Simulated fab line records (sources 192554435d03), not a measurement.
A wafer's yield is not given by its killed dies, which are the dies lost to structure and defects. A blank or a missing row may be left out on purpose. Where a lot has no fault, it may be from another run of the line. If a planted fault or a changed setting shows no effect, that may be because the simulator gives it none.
Chamber matching / flow n5 finfet / ald metal-04 running N5_HKMG_FIN_ALD_71: 4 sister chambers
The step deposits TiN, target thk 1 nm, pulse time 1 s, purge time 3 s. 8 wafers are shown with their chamber, then 10 later ones without.

## WAFERS PAIRED WITH THEIR CHAMBERS
wafer=L076.3; chamber=3; heater power w (W)=780; precursor pulse height rel=1.018
wafer=L077.2; chamber=0; heater power w (W)=1029; precursor pulse height rel=0.974
wafer=L081.3; chamber=0; heater power w (W)=1013; precursor pulse height rel=1.020
wafer=L084.1; chamber=3; heater power w (W)=770; precursor pulse height rel=0.998
wafer=L084.5; chamber=2; heater power w (W)=877; precursor pulse height rel=0.988
wafer=L086.5; chamber=2; heater power w (W)=897; precursor pulse height rel=1.030
wafer=L089.1; chamber=1; heater power w (W)=790; precursor pulse height rel=1.034
wafer=L089.4; chamber=1; heater power w (W)=770; precursor pulse height rel=1.001

## WAFERS WHOSE CHAMBER IS MISSING
wafer=L089.6; heater power w (W)=793; precursor pulse height rel=1.018
wafer=L090.2; heater power w (W)=774; precursor pulse height rel=1.006
wafer=L090.4; heater power w (W)=1042; precursor pulse height rel=0.983
wafer=L090.5; heater power w (W)=781; precursor pulse height rel=0.990
wafer=L094.1; heater power w (W)=911; precursor pulse height rel=1.016
wafer=L094.4; heater power w (W)=1036; precursor pulse height rel=1.025
wafer=L094.5; heater power w (W)=1028; precursor pulse height rel=0.982
wafer=L097.2; heater power w (W)=1057; precursor pulse height rel=1.023
wafer=L097.3; heater power w (W)=788; precursor pulse height rel=1.001
wafer=L097.5; heater power w (W)=783; precursor pulse height rel=0.989

## THE CHAMBER EACH PASSED THROUGH
wafer=L089.6; from the rows above=can't be placed: 1 or 3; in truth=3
wafer=L090.2; from the rows above=can't be placed: 3 or 1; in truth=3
wafer=L090.4; from the rows above=0; in truth=0
wafer=L090.5; from the rows above=can't be placed: 3 or 1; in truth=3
wafer=L094.1; from the rows above=2; in truth=2
wafer=L094.4; from the rows above=0; in truth=0
wafer=L094.5; from the rows above=0; in truth=0
wafer=L097.2; from the rows above=0; in truth=0
wafer=L097.3; from the rows above=can't be placed: 1 or 3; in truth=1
wafer=L097.5; from the rows above=can't be placed: 3 or 1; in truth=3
5 of 10 placed correctly. These rows do not allow placing 5 (true chamber among the candidates in 5). Placed wrongly: 0.
How it was worked out, from the rows above alone: a wafer's distance from a chamber is the root of the sum, over the readings, of the square of ((its reading less the chamber's mean) divided by the reading's scatter). If the next closest chamber is less than 2 further off than the closest, the wafer can't be placed; otherwise it belongs to the closest. For every chamber, the mean is computed from those of its wafers that are shown. The scatter: the root of (the sum of the squares of (reading less its chamber's mean) over the shown wafers, divided by (wafers less chambers)).
